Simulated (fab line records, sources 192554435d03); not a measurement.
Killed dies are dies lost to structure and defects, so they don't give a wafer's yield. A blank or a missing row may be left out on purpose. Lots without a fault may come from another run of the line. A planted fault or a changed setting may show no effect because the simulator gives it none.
Problem report in the 8D (eight disciplines) form, filled by code | flow n5_finfet | the parts of the form that need people (team, actions taken, sign-off) are left out

1. THE PROBLEM
thk_nm at N5_SD_EPI_P_EPI_MEAS_23 reads a mean of 49.5 nm on 6 wafers of 2 lots; wafers without a fault read 61.1 nm with a standard deviation of 1.2. That is -9.7 standard deviations from the usual mean.
First seen on wafer L129.3, day 6 14:05, on film_metro-02. The record holds 27 wafers of 9 lots with a number at this step. Rule for "out", or "out of limits": more than 4 standard deviations from the usual mean. The other wafers with a number count as sound.

2. WHAT IT IS AND WHAT IT IS NOT
question                    | is                     | is not
which readings at this step | thk_nm                 | -
which lots                  | L129, L132             | L121, L124, L134, L135, L138, L139, L140
which wafers of those lots  | all that have a number | -
read on which gauges        | film_metro-02          | film_metro-01
when                        | from day 6 14:05       | up to then (6 sound wafers); but 15 sound wafers of L134, L135, L138, L139, L140 came after

3. SUSPECTS, AND WHAT RULES EACH OUT
Counting: a tool at a process step up to the reading stays a suspect if it ran every lot that is out and no sound lot after the first of them.
- the gauge at N5_SD_EPI_P_EPI_MEAS_23: kept. All the wafers that are out were read on film_metro-02, and no step on other tools shows them out.
- epi_rpcvd-01 at N5_SD_EPI_P_EPI_21 (deposits SiGe:B, time 355 s): kept. It ran every lot that is out, first L129 (day 6 09:30), and no sound lot after that; its last sound lot up to then is L121 (day 4 00:10).
Left after counting: epi_rpcvd-01 at N5_SD_EPI_P_EPI_21, film_metro-02 at N5_SD_EPI_P_EPI_MEAS_23.

4. THE CAUSE (what the simulator had put in)
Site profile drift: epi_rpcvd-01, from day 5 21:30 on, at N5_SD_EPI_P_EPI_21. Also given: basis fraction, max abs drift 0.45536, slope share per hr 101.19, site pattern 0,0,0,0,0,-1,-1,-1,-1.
Counting left 2 suspects, and this tool is among them.

5. THE CHAIN OF EFFECTS, in route order
Each row: a reading whose mean over the struck wafers that have a number lies more than 3 standard deviations from the usual. Only readings for which the record gives a usual standard deviation are gone through. hours: the time from each lot's start at the first step in this table that gives one to its start at this step, as a median over the lots. sigmas: the change in usual standard deviations.
hours | step                    | reading | usual   | on struck wafers | change | sigmas
0     | N5_SD_EPI_P_EPI_MEAS_23 | thk_nm  | 61.1 nm | 49.5             | -11.6  | -9.7
Later measuring or inspecting steps at which every struck wafer that the step has a row for has a number for every such reading, and none has moved that far: N5_BEOL_M4_RC_MEAS_101.

6. WHAT WOULD HAVE CAUGHT IT SOONER
In this record the first reading out of limits at a measuring or inspecting step was taken at day 6 14:05, 17 hours after the fault began at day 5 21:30.
Of the tool readings at N5_SD_EPI_P_EPI_21 for which the record gives a usual standard deviation, none was out on any struck wafer, so an alarm limit of 4 standard deviations on them would not have fired.
Of the lots that are out (2), L132 began N5_SD_EPI_P_EPI_21 on epi_rpcvd-01 after day 6 14:05. A hold on the tool at that time would have spared it.
